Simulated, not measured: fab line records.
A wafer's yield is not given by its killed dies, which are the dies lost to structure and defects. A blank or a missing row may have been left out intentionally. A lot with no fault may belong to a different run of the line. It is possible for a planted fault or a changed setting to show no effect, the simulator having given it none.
Which tool did it? :: flow n5-finfet :: 13 lots with 39 wafers sampled at 2 steps, on a route of 1938 steps

== WHAT THE GAUGES READ, wafer by wafer ==
N5_MIM_BOT_LITHO_OVL_MEAS_11.
lot: L508
measured: day 11 12:20
on: overlay-02
MIM_BOT_OVL (nm): -3 -8 -2

lot: L509
measured: day 12 04:17
on: overlay-01
MIM_BOT_OVL (nm): 1 4 7

lot: L510
measured: day 11 12:40
on: overlay-02
MIM_BOT_OVL (nm): -3 4 -9

lot: L511
measured: day 12 13:55
on: overlay-02
MIM_BOT_OVL (nm): -2 -5 -6

lot: L512
measured: day 12 20:35
on: overlay-01
MIM_BOT_OVL (nm): -2 5 1

lot: L513
measured: day 12 20:26
on: overlay-01
MIM_BOT_OVL (nm): 0 -3 1

lot: L515
measured: day 13 04:44
on: overlay-01
MIM_BOT_OVL (nm): -8 0 -5

lot: L516
measured: day 13 18:03
on: overlay-01
MIM_BOT_OVL (nm): -6 -5 -7

lot: L520
measured: day 14 13:21
on: overlay-01
MIM_BOT_OVL (nm): -6 3 1

lot: L521
measured: day 15 04:08
on: overlay-01
MIM_BOT_OVL (nm): -2 -2 -7

lot: L522
measured: day 15 01:57
on: overlay-01
MIM_BOT_OVL (nm): 7 -8 -3

lot: L523
measured: day 15 18:14
on: overlay-02
MIM_BOT_OVL (nm): -2 -2 -4

lot: L530
measured: day 18 03:53
on: overlay-02
MIM_BOT_OVL (nm): -3 -4 -3

== WHAT TOOL EACH LOT RAN ON (gives the tool, then ch and the chambers of the sampled wafers, and finally the start) ==
lot: L508
N5_MOL_CONTACT_COAG_WET_ETCH_26: wet-bench-03 ch 2,3,4, day 5 05:28

lot: L509
N5_MOL_CONTACT_COAG_WET_ETCH_26: wet-bench-03 ch 0,3,7, day 5 09:13

lot: L510
N5_MOL_CONTACT_COAG_WET_ETCH_26: wet-bench-06 ch 1,3,4, day 5 13:41

lot: L511
N5_MOL_CONTACT_COAG_WET_ETCH_26: wet-bench-04 ch 0,6,7, day 5 22:28

lot: L512
N5_MOL_CONTACT_COAG_WET_ETCH_26: wet-bench-06 ch 0,4,7, day 6 03:11

lot: L513
N5_MOL_CONTACT_COAG_WET_ETCH_26: wet-bench-04 ch 0,2,3, day 6 07:01

lot: L515
N5_MOL_CONTACT_COAG_WET_ETCH_26: wet-bench-06 ch 1,2,4, day 6 18:28

lot: L516
N5_MOL_CONTACT_COAG_WET_ETCH_26: wet-bench-06 ch 0,2,3, day 7 00:45

lot: L520
N5_MOL_CONTACT_COAG_WET_ETCH_26: wet-bench-04 ch 5,6,7, day 8 03:47

lot: L521
N5_MOL_CONTACT_COAG_WET_ETCH_26: wet-bench-04 ch 4,5,7, day 8 08:38

lot: L522
N5_MOL_CONTACT_COAG_WET_ETCH_26: wet-bench-03 ch 1,2,6, day 8 11:41

lot: L523
N5_MOL_CONTACT_COAG_WET_ETCH_26: wet-bench-04 ch 0,1,2, day 8 15:22

lot: L530
N5_MOL_CONTACT_COAG_WET_ETCH_26: wet-bench-04 ch 1,4,5, day 10 15:17
- N5_MOL_CONTACT_COAG_WET_ETCH_26: target Co, target depth 13 nm.

== WHAT THE TOOLS THEMSELVES READ (means of the sampled wafers that have a number; where no wafer has one, the mark that the record gives instead) ==
The record holds no such reading with a usual standard deviation.

== THE ANSWER, worked out from the rows above alone ==
Rule: the usual values come from the lots themselves. Put in order of their means at a reading, lots are off if they are a third of the lots or fewer, leave a main group of 4 or more, and stand apart from it by a gap of 3 or more times the standard deviation of the main group's means; of several such gaps the widest counts. Not used: any main group whose means are identical at the precision the tables above print for the reading. A lot without any number at a reading at which 4 lots or more have one is off too. Where the step has rows for the other lots, those lots are counted as sound. The gauges are gone through in route order, then the tools' own readings, and for those a lot's mean is taken as printed above. At the first step where some lot is off, the reading lying furthest off is the one used; lots without a number count as furthest.
No lot is off on any of the readings shown, so nothing can be concluded from this.

== WHAT THE SIMULATOR HAD INSERTED ==
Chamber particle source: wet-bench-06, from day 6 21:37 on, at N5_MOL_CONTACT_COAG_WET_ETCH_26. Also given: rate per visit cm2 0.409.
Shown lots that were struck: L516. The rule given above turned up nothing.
